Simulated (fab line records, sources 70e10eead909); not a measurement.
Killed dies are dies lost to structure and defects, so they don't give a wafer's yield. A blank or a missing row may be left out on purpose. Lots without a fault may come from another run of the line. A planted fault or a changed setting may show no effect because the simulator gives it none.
fab line records | flow nand_harc | part 2 of 2: steps 27 to 35 of 35
record lots=5 wafers=15 last_day=23
route steps=1159 shown P_M1@297 P_M2@318
lots that met no fault: from a run of the same line without faults
start_h: hours from the record's first day to the start of the lot's first wafer shown | wait_h: hours since the lot's step before | " the same as in the row above | L1.1+2: a row that stands for several wafers | - no value, or no start given | * or withheld: withheld | < > ~ a bound
route shown NAME@n: a module of which the file shows steps, and the number in the route of the first | usual: mean/standard deviation of fault-free wafers | same: alike in all rows | chamber/n: place in a boat | sites: the reading at each site | _std_site: their standard deviation | _edge_site: outer sites' mean less inner sites' | radius_mm: how far each site lies from the wafer's centre | mask NAME#n: copy n | behind: the tool/chamber that last shaped the wafer | hold: why the lot was held/for how many hours/how that ended | device: the transistor (n, p or np) that didn't switch | end of line: the same wafers' tests at the end of the route | a step without rows: its recipe alone | killed: dies lost to structure and defects at the first sort, not the wafer's yield | map: a wafer's dies, x killed, . not, _ none there
set.NAME: the setting as run; set.NAME@STEP: as run at that earlier step | model.NAME: the simulator's own value behind a step, which no gauge read
lots at some steps of the route; a table a step, a row a wafer
services: from which hour (start_h, from the record's first day; less than 0 if before it) a tool's chamber was out of use, for how many hours, and why
## steps
# step NHARC_P_M2_EBR_05
# columns lot.wafer tool chamber start_h wait_h
L077.2+4+6 litho_track-04 0 - -
L078.1+3+4 litho_track-01 0 - -
L080.2+3+6 litho_track-04 0 - -
L083.1+3+6 litho_track-01 0 - -
L084.1+3+5 litho_track-04 0 - -
# step NHARC_P_M2_EXPOSE_06
# recipe na=1.35 target_cd_nm=170 dose_mj=80.78 mask_id=P_M2
# usual exposure_dose_mJ_cm2=80.76/0.08
# columns lot.wafer tool chamber start_h wait_h mask exposure_dose_mJ_cm2
L077.2 arfi_scanner-02 0 158.02 - P_M2#0 80.66
L077.4 " 0 " " P_M2#0 80.80
L077.6 " 0 " " P_M2#0 80.70
L078.1 arfi_scanner-03 0 158.50 - P_M2#0 80.79
L078.3 " 0 " " P_M2#0 80.75
L078.4 " 0 " " P_M2#0 80.75
L080.2 arfi_scanner-01 0 172.08 - P_M2#0 80.60
L080.3 " 0 " " P_M2#0 80.70
L080.6 " 0 " " P_M2#0 80.78
L083.1 arfi_scanner-02 0 182.02 - P_M2#0 80.84
L083.3 " 0 " " P_M2#0 80.68
L083.6 " 0 " " P_M2#0 80.74
L084.1 arfi_scanner-02 0 228.94 - P_M2#0 80.60
L084.3 " 0 " " P_M2#0 80.61
L084.5 " 0 " " P_M2#0 80.64
# step NHARC_P_M2_PEB_07
# recipe peb_temp_c=100 peb_time_s=65
# columns lot.wafer tool chamber start_h wait_h
L077.2+4+6 litho_track-06 0 158.07 0.1
L078.1+3+4 litho_track-04 0 158.56 0.1
L080.2+3+6 litho_track-06 0 172.14 0.1
L083.1+3+6 litho_track-04 0 182.08 0.1
L084.1+3+5 litho_track-01 0 229.00 0.1
# step NHARC_P_M2_DEVELOP_08
# recipe develop_time_s=35 dev_temp_c=23
# columns lot.wafer tool chamber start_h wait_h
L077.2+4+6 litho_track-06 0 - -
L078.1+3+4 litho_track-04 0 - -
L080.2+3+6 litho_track-06 0 - -
L083.1+3+6 litho_track-04 0 - -
L084.1+3+5 litho_track-01 0 - -
# step NHARC_P_M2_CD_MEAS_09
# recipe target_cd_nm=170 landing_energy_ev=500
# usual cd_nm=170.1/0.61
# columns lot.wafer tool chamber start_h wait_h cd_nm
L077.2 cd_sem-01 0 158.16 - 169.1
L077.4 " 0 " " 168.4
L077.6 " 0 " " 168.9
L078.1 cd_sem-02 0 158.65 - 170.3
L078.3 " 0 " " 170.1
L078.4 " 0 " " 170.3
L080.2 cd_sem-03 0 172.22 - 169.4
L080.3 " 0 " " 170.5
L080.6 " 0 " " 170.2
L083.1 cd_sem-02 0 182.17 - 169.8
L083.3 " 0 " " 170.6
L083.6 " 0 " " 170.3
L084.1 cd_sem-01 0 229.08 - 170.1
L084.3 " 0 " " 170.6
L084.5 " 0 " " 170.7
# step NHARC_P_M2_OVL_MEAS_10
# recipe pitch_nm=340
# usual overlay_x_nm=0.1/0.83 overlay_y_nm=0.1/1
# columns lot.wafer tool chamber start_h wait_h overlay_x_nm overlay_y_nm
L077.2 overlay-02 - 158.24 - 1.6 1.5
L077.4 " - " " 0.6 1.5
L077.6 " - " " 1.2 1.7
L078.1 overlay-01 - 158.74 - 0.0 0.8
L078.3 " - " " 0.3 1.0
L078.4 " - " " 0.1 1.2
L080.2 overlay-01 - 172.31 - 0.9 -0.5
L080.3 " - " " 0.5 -0.4
L080.6 " - " " 0.8 -1.0
L083.1 overlay-02 - 182.25 - 1.5 -0.5
L083.3 " - " " 1.8 -1.5
L083.6 " - " " 1.4 -1.0
L084.1 overlay-01 - 229.17 - 1.1 -0.5
L084.3 " - " " 0.8 -0.1
L084.5 " - " " 0.7 -0.7
# step NHARC_P_M2_INSPECT_11
# usual raw_defect_count=4.7/2.9
# columns lot.wafer tool chamber start_h wait_h raw_defect_count
L077.2 defect_inspect-01 - 158.28 0.0 4
L077.4 " - " " 5
L077.6 " - " " 4
L078.1 defect_inspect-01 - 158.77 0.0 3
L078.3 " - " " 2
L078.4 " - " " 4
L080.2 defect_inspect-02 - 172.34 0.0 14
L080.3 " - " " 13
L080.6 " - " " 13
L083.1 defect_inspect-02 - 182.29 0.0 4
L083.3 " - " " 3
L083.6 " - " " 5
L084.1 defect_inspect-01 - 229.21 0.0 6
L084.3 " - " " 10
L084.5 " - " " 9
# step NHARC_P_M2_DESCUM_14
# recipe time_s=3 o2_flow_sccm=200 ar_flow_sccm=0 bias_power_w=0 chemistry=O2
# usual drypump_motor_current_A=5.6/0.5 oes_product_au=1.000/0.0076 rf_vpp_V=58.0/0.94 showerhead_plenum_p_Torr=1.97/0.079 throttle_valve_pct=11.311/0.0086
# same bias_power_w=0
# columns lot.wafer tool chamber start_h wait_h drypump_motor_current_A oes_product_au rf_hours_counter_h rf_vpp_V showerhead_plenum_p_Torr throttle_valve_pct
L077.4 rie_diel-09 0 158.36 0.1 6.0 0.998 3 58.1 1.95 11.318
L077.2 " 1 " " 5.7 1.000 2 58.3 2.04 11.312
L077.6 " 2 " " 5.8 1.014 - 59.1 2.00 11.321
L078.4 rie_diel-11 2 158.83 0.1 6.0 0.998 50 55.4 1.90 11.309
L078.1 " 3 " " 4.8 1.004 53 56.1 1.83 11.318
L078.3 " 1 " " 6.5 0.987 48 57.1 1.88 11.309
L080.3 rie_diel-09 0 172.40 0.1 6.0 0.994 3 56.7 1.95 11.314
L080.2 " 3 " " 4.7 0.996 3 57.8 2.04 11.326
L080.6 " 0 " " 6.0 0.987 - 57.3 1.95 11.302
L083.3 rie_diel-09 2 182.36 0.1 5.8 1.004 3 57.2 2.00 11.328
L083.1 " 3 " " 4.7 0.999 3 58.9 2.04 11.318
L083.6 " 2 " " 5.8 1.011 - 58.4 2.00 11.318
L084.1 rie_diel-09 1 229.27 0.1 5.7 0.995 4 58.7 2.04 11.319
L084.3 " 2 " " 5.8 0.996 4 58.1 2.00 11.340
L084.5 " 2 " " 5.8 1.005 - 58.7 2.00 11.303
# step NHARC_P_M2_ETCH_35
# recipe target_depth_a=400 overetch_a=120 time_s=43.94 ion_energy_ev=200 n2_flow_sccm=150 h2_flow_sccm=150 ar_flow_sccm=0 rf_w=400 bias_w=150 chemistry=N2/H2
# usual drypump_motor_current_A=5.6/0.51 oes_product_au=1.001/0.0079 rf_vpp_V=432.0/2.6 showerhead_plenum_p_Torr=2.10/0.088 throttle_valve_pct=14.172/0.0096
# columns lot.wafer tool chamber start_h wait_h drypump_motor_current_A oes_product_au rf_hours_counter_h rf_vpp_V showerhead_plenum_p_Torr throttle_valve_pct
L077.2 rie_diel-09 1 158.43 0.1 5.7 1.006 2 432.7 2.18 14.171
L077.4 " 2 " " 5.8 1.009 2 432.1 2.13 14.184
L077.6 " 0 " " 6.0 0.994 - 432.5 2.08 14.173
L078.3 rie_diel-11 3 159.03 0.2 4.8 0.987 53 427.0 1.95 14.181
L078.1 " 0 " " 5.9 1.008 52 427.9 1.92 14.181
L078.4 " 1 " " 6.4 0.986 48 430.0 2.01 14.171
L080.2 rie_diel-09 2 172.49 0.1 5.8 1.005 3 429.9 2.13 14.156
L080.3 " 1 " " 5.7 0.992 3 434.0 2.18 14.190
L080.6 " 3 " " 4.7 1.001 - 434.9 2.18 14.175
L083.1 rie_diel-09 1 182.44 0.1 5.7 1.005 3 434.6 2.18 14.168
L083.3 " 3 " " 4.7 1.011 3 434.6 2.18 14.166
L083.6 " 2 " " 5.8 1.015 - 433.9 2.13 14.178
L084.3 rie_diel-09 0 229.35 0.1 6.0 0.986 5 430.1 2.08 14.170
L084.1 " 2 " " 5.8 0.993 4 433.2 2.13 14.156
L084.5 " 1 " " 5.7 1.003 - 434.8 2.18 14.168
## services
# columns tool chamber start_h hours kind
rie_diel-03 0 131.63 1.3 repair
cmp-01 - 134.17 0.5 repair
arfi_scanner-03 - 140.00 4.0 pm
litho_track-04 - 141.00 7.0 pm
pecvd-02 - 153.00 13.0 pm
cmp-03 - 163.92 4.0 pm
pvd_sputter-01 - 165.19 10.0 pm
rie_diel-07 3 170.83 11.6 repair
rie_diel-03 1 172.42 5.6 repair
cmp-01 - 179.50 4.0 pm
pvd_sputter-03 - 180.46 4.8 repair
rie_diel-03 1 181.79 6.0 repair
pecvd-04 - 186.25 0.7 repair
rie_diel-11 - 190.89 9.0 pm
pvd_sputter-03 - 191.94 1.0 repair
cmp-04 - 192.43 0.6 repair
pecvd-04 - 195.01 13.0 pm
cmp-04 - 204.87 4.0 pm
pecvd-03 0 206.26 7.3 repair
rie_diel-03 - 211.52 1.7 repair
pvd_sputter-02 - 214.00 10.0 pm
rie_diel-03 - 215.30 9.0 pm
pecvd-04 2 223.92 8.1 repair
rie_diel-07 - 228.20 9.0 pm
